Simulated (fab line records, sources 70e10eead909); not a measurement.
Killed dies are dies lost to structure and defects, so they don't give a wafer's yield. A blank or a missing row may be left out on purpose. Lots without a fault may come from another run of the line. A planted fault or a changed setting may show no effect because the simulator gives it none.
Chamber matching | flow nand_harc | NHARC_P_BONDPAD_ETCH_37 on rie_diel-13: 4 sister chambers
The step etches the open film in N2/H2, target depth 60 nm, overetch 18 nm, time 65.91 s. 18 wafers are shown with their chamber, then 8 later ones without.

WAFERS WITH THEIR CHAMBER
wafer  | chamber | drypump_motor_current_A (A) | showerhead_plenum_p_Torr (Torr) | oes_product_au (a.u.)
L166.1 | 3       | 6.4                         | 2.19                            | 0.993
L166.5 | 1       | 5.7                         | 2.14                            | 1.030
L166.6 | 2       | 5.6                         | 2.17                            | 0.980
L167.2 | 3       | 6.4                         | 2.19                            | 0.993
L167.3 | 0       | 6.0                         | 2.15                            | 0.990
L167.4 | 2       | 5.6                         | 2.17                            | 0.984
L171.2 | 0       | 6.0                         | 2.15                            | 0.990
L171.3 | 3       | 6.4                         | 2.18                            | 0.996
L171.6 | 1       | 5.7                         | 2.14                            | 1.035
L172.1 | 3       | 6.3                         | 2.18                            | 0.991
L172.2 | 1       | 5.6                         | 2.14                            | 1.022
L172.6 | 0       | 6.1                         | 2.15                            | 0.998
L173.2 | 2       | 5.6                         | 2.17                            | 0.982
L173.3 | 3       | 6.4                         | 2.18                            | 0.982
L173.5 | 1       | 5.7                         | 2.14                            | 1.030
L175.2 | 2       | 5.6                         | 2.16                            | 0.980
L175.5 | 1       | 5.6                         | 2.14                            | 1.033
L175.6 | 0       | 6.1                         | 2.15                            | 0.988

SIGNATURES (means of the wafers above)
reading                  | chamber 0 | chamber 1 | chamber 2 | chamber 3 | scatter within a chamber
drypump_motor_current_A  | 6.050     | 5.660     | 5.600     | 6.380     | 0.0463
showerhead_plenum_p_Torr | 2.1500    | 2.1400    | 2.1675    | 2.1840    | 0.00373
oes_product_au           | 0.99150   | 1.03000   | 0.98150   | 0.99100   | 0.00449
Rule: a wafer's distance from a chamber is the root of the sum, over the readings, of the square of ((its reading less the chamber's mean) divided by the reading's scatter). The wafer belongs to the nearest chamber; if the next one is less than 2 further off, it can't be placed. The scatter: the root of (the sum of the squares of (reading less its chamber's mean) over the shown wafers, divided by (wafers less chambers)).

WAFERS WITHOUT THEIR CHAMBER
wafer  | drypump_motor_current_A (A) | showerhead_plenum_p_Torr (Torr) | oes_product_au (a.u.)
L176.1 | 5.6                         | 2.16                            | 0.989
L176.4 | 6.0                         | 2.15                            | 0.991
L176.5 | 5.7                         | 2.14                            | 1.032
L179.2 | 6.4                         | 2.18                            | 0.986
L179.3 | 5.6                         | 2.16                            | 0.975
L179.4 | 5.6                         | 2.14                            | 1.029
L183.3 | 5.6                         | 2.16                            | 0.965
L183.4 | 5.7                         | 2.13                            | 1.030

WHICH CHAMBER EACH WENT THROUGH
wafer  | from the rows above | in truth
L176.1 | 2                   | 2
L176.4 | 0                   | 0
L176.5 | 1                   | 1
L179.2 | 3                   | 3
L179.3 | 2                   | 2
L179.4 | 1                   | 1
L183.3 | 2                   | 2
L183.4 | 1                   | 1
Placed correctly: 8 of 8. Can't be placed from these rows: 0. Placed wrongly: 0.
